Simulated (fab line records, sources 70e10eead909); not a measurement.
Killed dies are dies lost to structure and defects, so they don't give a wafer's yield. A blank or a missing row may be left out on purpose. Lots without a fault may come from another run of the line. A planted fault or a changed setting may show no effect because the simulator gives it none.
Which tool did it? | flow nand_harc | 14 lots, 40 wafers sampled, at 5 steps of a route of 1159

WHAT THE GAUGES READ, wafer by wafer
NHARC_END_SORT_01. Usual: killed_at_array 26, standard deviation 10; killed_at_other 0.5, standard deviation 0.87; killed_at_periphery 3.0, standard deviation 2.5; killed_dies 29, standard deviation 11; killed_open 3.3, standard deviation 1.9; killed_short 1.8, standard deviation 1.5.
lot  | measured     | on        | killed_at_array | killed_at_other | killed_at_periphery | killed_dies | killed_open | killed_short | flag
L573 | day 24 07:31 | prober-01 | 32 30           | 0 1             | 645 2               | 677 33      | 4 6         | 2 0          | OFF
L575 | day 23 23:41 | prober-02 | 26 30           | 0 1             | 651 646             | 677 677     | 2 4         | 0 2          | OFF

WHICH TOOL RAN EACH LOT (tool, then ch and the chambers of the sampled wafers, then the start)
lot  | NHARC_P_GATE_DEVELOP_45           | NHARC_THIN_TSV_CMP_01         | NHARC_THIN_TSV_DEP_43           | NHARC_THIN_TSV_DEGAS_49
L556 | litho_track-02 ch 0, day 5 05:00  | cmp-03 ch 0,1,3, day 18 14:54 | pecvd-02 ch 0,1,2, day 18 15:28 | pvd_sputter-03, day 18 19:04
L558 | litho_track-07 ch 0, day 5 12:00  | cmp-03 ch 0,1,3, day 19 03:37 | pecvd-04 ch 0,1,2, day 19 04:06 | pvd_sputter-02, day 19 07:43
L557 | litho_track-02 ch 0, day 5 12:00  | cmp-03 ch 0,1,2, day 19 04:50 | pecvd-02 ch 0,1, day 19 05:18   | pvd_sputter-02, day 19 08:56
L560 | litho_track-02 ch 0, day 6 06:00  | cmp-02 ch 1,2, day 19 14:45   | pecvd-01 ch 0,1, day 19 15:21   | pvd_sputter-01, day 19 19:06
L561 | litho_track-07 ch 0, day 6 07:00  | cmp-01 ch 1,2, day 19 20:16   | pecvd-02 ch 0,2, day 19 20:49   | pvd_sputter-01, day 20 00:29
L562 | litho_track-02 ch 0, day 6 13:00  | cmp-02 ch 0,2,3, day 19 19:04 | pecvd-02 ch 1,2, day 19 19:44   | pvd_sputter-02, day 19 23:42
L563 | litho_track-02 ch 0, day 6 21:00  | cmp-01 ch 0,3, day 20 09:29   | pecvd-01 ch 0,1, day 20 10:04   | pvd_sputter-03, day 20 13:46
L564 | litho_track-02 ch 0, day 7 04:00  | cmp-03 ch 1,3, day 20 19:01   | pecvd-02 ch 1,2, day 20 19:35   | pvd_sputter-01, day 20 23:18
L565 | litho_track-02 ch 0, day 7 12:00  | cmp-03 ch 1,2,3, day 20 20:41 | pecvd-04 ch 0,1,2, day 20 21:09 | pvd_sputter-03, day 21 00:37
L569 | litho_track-02 ch 0, day 8 12:00  | cmp-01 ch 0,3, day 20 23:01   | pecvd-04 ch 0,1, day 20 23:31   | pvd_sputter-02, day 21 03:14
L573 | litho_track-02 ch 0, day 9 13:00  | cmp-03 ch 2, day 23 11:15     | pecvd-01 ch 1, day 23 11:53     | pvd_sputter-01, day 23 16:26
L575 | litho_track-02 ch 0, day 9 19:00  | -                             | -                               | -
L576 | litho_track-05 ch 0, day 10 05:00 | cmp-01 ch 1,2,3, day 23 12:25 | pecvd-01 ch 1,2, day 23 12:53   | pvd_sputter-02, day 23 18:08
L578 | litho_track-05 ch 0, day 10 18:00 | cmp-01 ch 0,1,3, day 24 06:11 | pecvd-01 ch 1,2, day 24 06:40   | pvd_sputter-02, day 24 10:17
- NHARC_P_GATE_DEVELOP_45: time 70 s.
- NHARC_THIN_TSV_CMP_01: polishes.
- NHARC_THIN_TSV_DEP_43: deposits SiO2, target thk 1328.5 nm.
- NHARC_THIN_TSV_DEGAS_49: time 120 s.

WHAT THE TOOLS THEMSELVES READ (means of the sampled wafers that have a number; where no wafer has one, the mark that the record gives instead)
NHARC_P_GATE_DEVELOP_45. Usual: resist_line_temp_C 23.00 C, standard deviation 0.1.
lot  | tool           | resist_line_temp_C (C) | flag
L556 | litho_track-02 | 22.90                  |
L558 | litho_track-07 | 23.10                  |
L557 | litho_track-02 | 22.94                  |
L560 | litho_track-02 | 23.14                  |
L561 | litho_track-07 | 22.92                  |
L562 | litho_track-02 | 23.00                  |
L563 | litho_track-02 | 23.04                  |
L564 | litho_track-02 | 22.93                  |
L565 | litho_track-02 | 23.07                  |
L569 | litho_track-02 | 23.11                  |
L573 | litho_track-02 | 23.02                  |
L575 | litho_track-02 | 23.12                  |
L576 | litho_track-05 | 23.04                  |
L578 | litho_track-05 | 23.03                  |

NHARC_THIN_TSV_CMP_01. Usual: motor_current_A 11.7 A, standard deviation 1.4.
lot  | tool   | motor_current_A (A) | flag
L556 | cmp-03 | 11.0                |
L558 | cmp-03 | 11.3                |
L557 | cmp-03 | 10.0                |
L560 | cmp-02 | 13.0                |
L561 | cmp-01 | 13.7                |
L562 | cmp-02 | 12.0                |
L563 | cmp-01 | 11.7                |
L564 | cmp-03 | 10.9                |
L565 | cmp-03 | 10.6                |
L569 | cmp-01 | 11.1                |
L573 | cmp-03 | 9.3                 |
L576 | cmp-01 | 12.8                |
L578 | cmp-01 | 12.1                |

NHARC_THIN_TSV_DEP_43. Usual: mfc_precursor_sccm 161.5 sccm, standard deviation 0.53; throttle_valve_pct 16.0 %, standard deviation 0.42.
lot  | tool     | mfc_precursor_sccm (sccm) | throttle_valve_pct (%) | flag
L556 | pecvd-02 | 161.5                     | 16.0                   |
L558 | pecvd-04 | 161.1                     | 15.6                   |
L557 | pecvd-02 | 161.2                     | 16.2                   |
L560 | pecvd-01 | 161.4                     | 15.8                   |
L561 | pecvd-02 | 161.5                     | 15.9                   |
L562 | pecvd-02 | 161.3                     | 15.9                   |
L563 | pecvd-01 | 161.9                     | 16.1                   |
L564 | pecvd-02 | 161.8                     | 15.9                   |
L565 | pecvd-04 | 161.9                     | 15.8                   |
L569 | pecvd-04 | 161.4                     | 15.7                   |
L573 | pecvd-01 | 160.8                     | 16.7                   |
L576 | pecvd-01 | 162.1                     | 16.5                   |
L578 | pecvd-01 | 161.1                     | 16.5                   |

NHARC_THIN_TSV_DEGAS_49. Usual: heater_power_w 474 W, standard deviation 48.
lot  | tool           | heater_power_w (W) | flag
L556 | pvd_sputter-03 | 477                |
L558 | pvd_sputter-02 | 479                |
L557 | pvd_sputter-02 | 488                |
L560 | pvd_sputter-01 | 438                |
L561 | pvd_sputter-01 | 430                |
L562 | pvd_sputter-02 | 458                |
L563 | pvd_sputter-03 | 492                |
L564 | pvd_sputter-01 | 439                |
L565 | pvd_sputter-03 | 505                |
L569 | pvd_sputter-02 | 492                |
L573 | pvd_sputter-01 | 400                |
L576 | pvd_sputter-02 | 456                |
L578 | pvd_sputter-02 | 499                |

THE ANSWER, worked out from the rows above alone
Rule: a lot is off if the mean of its wafers that have a number lies more than 3 standard deviations from the usual mean. A lot without any number at a reading at which 4 lots or more have one is off too. The other lots that the step has rows for count as sound. The gauges are gone through in route order, then the tools' own readings, and for those a lot's mean is taken as printed above. The first step at which some lot is off is used, and at that step the reading that is off furthest; a lot without a number counts as furthest.
Off: L573, L575, at NHARC_END_SORT_01 (killed_at_periphery). Neither off nor sound, because the step has no rows for them: L556, L558, L557, L560, L561, L562, L563, L564, L565, L569, L576, L578.
A tool fits if, at a process step before that reading, it ran every lot that is off, and no sound lot after the first of them. The gauges at NHARC_END_SORT_01 are tried like those tools. One fits: litho_track-02 at NHARC_P_GATE_DEVELOP_45. It ran no sound lot before its first lot that is off in this sample, so the start can't be narrowed down.

WHAT THE SIMULATOR HAD PUT IN
Process parameter drift: litho_track-02, from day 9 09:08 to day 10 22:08, at NHARC_P_GATE_DEVELOP_45. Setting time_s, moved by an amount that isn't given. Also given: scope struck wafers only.
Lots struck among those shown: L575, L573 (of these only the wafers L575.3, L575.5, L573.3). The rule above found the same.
